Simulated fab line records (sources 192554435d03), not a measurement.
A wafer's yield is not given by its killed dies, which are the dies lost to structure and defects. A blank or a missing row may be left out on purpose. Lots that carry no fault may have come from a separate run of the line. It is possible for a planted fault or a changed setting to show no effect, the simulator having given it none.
Matching of chambers -- flow n5_finfet -- 3 sister chambers for N5_GATE_CUT_ETCH_36 on rie_diel-04
The step etches SiARC in CF4, target depth 13 nm, time 21.7 s. 18 wafers are shown with their chamber, then 9 later ones without.

## WAFERS, EACH WITH ITS CHAMBER
wafer,chamber,showerhead_plenum_p_Torr (Torr),throttle_valve_pct (%),drypump_motor_current_A (A)
L075.2,3,2.19,15.26,5.4
L075.4,0,2.03,15.88,6.3
L075.6,3,2.19,15.23,5.4
L079.3,0,2.03,15.89,6.4
L079.4,3,2.19,15.25,5.4
L079.6,1,2.13,15.84,5.8
L080.1,0,2.03,15.88,6.3
L080.3,3,2.19,15.26,5.4
L080.6,3,2.19,15.26,5.4
L084.1,3,2.19,15.29,5.4
L084.2,0,2.02,15.93,6.3
L084.3,1,2.12,15.86,5.8
L084.4,0,2.02,15.92,6.3
L084.5,3,2.19,15.28,5.4
L084.6,1,2.12,15.86,5.9
L087.1,3,2.19,15.30,5.4
L087.3,1,2.12,15.89,5.8
L087.6,3,2.19,15.29,5.4

SIGNATURES, as means of the wafers listed above
reading,chamber 0,chamber 1,chamber 3,scatter within a chamber
showerhead_plenum_p_Torr,2.0260,2.1225,2.1900,0.00361
throttle_valve_pct,15.9000,15.8625,15.2689,0.0225
drypump_motor_current_A,6.320,5.825,5.400,0.0321
Rule: for a wafer and a chamber, the distance is found by dividing, reading by reading, the gap between the wafer's reading and the chamber's mean by the reading's scatter, squaring, summing and taking the root. If the next closest chamber is less than 2 further off than the closest, the wafer can't be placed; otherwise it belongs to the closest. The scatter: take each reading less its chamber's mean, square it, sum over the shown wafers, divide by the number of wafers less the number of chambers, and take the root.

## WAFERS WITHOUT THEIR CHAMBER
wafer,showerhead_plenum_p_Torr (Torr),throttle_valve_pct (%),drypump_motor_current_A (A)
L090.1,2.12,15.88,5.8
L090.2,2.02,15.95,6.3
L090.3,2.18,15.32,5.4
L090.4,2.12,15.89,5.8
L090.5,2.02,15.97,6.3
L090.6,2.18,15.31,5.4
L092.3,2.18,15.32,5.4
L092.4,2.18,15.31,5.4
L092.6,2.02,15.95,6.3

## WHICH CHAMBER EACH ONE RAN IN
wafer,from the rows above,in truth
L090.1,1,1
L090.2,0,0
L090.3,3,3
L090.4,1,1
L090.5,0,0
L090.6,3,3
L092.3,3,3
L092.4,3,3
L092.6,0,0
Placed correctly: 9 of 9. From these rows, 0 cannot be placed. Wrongly placed: 0.
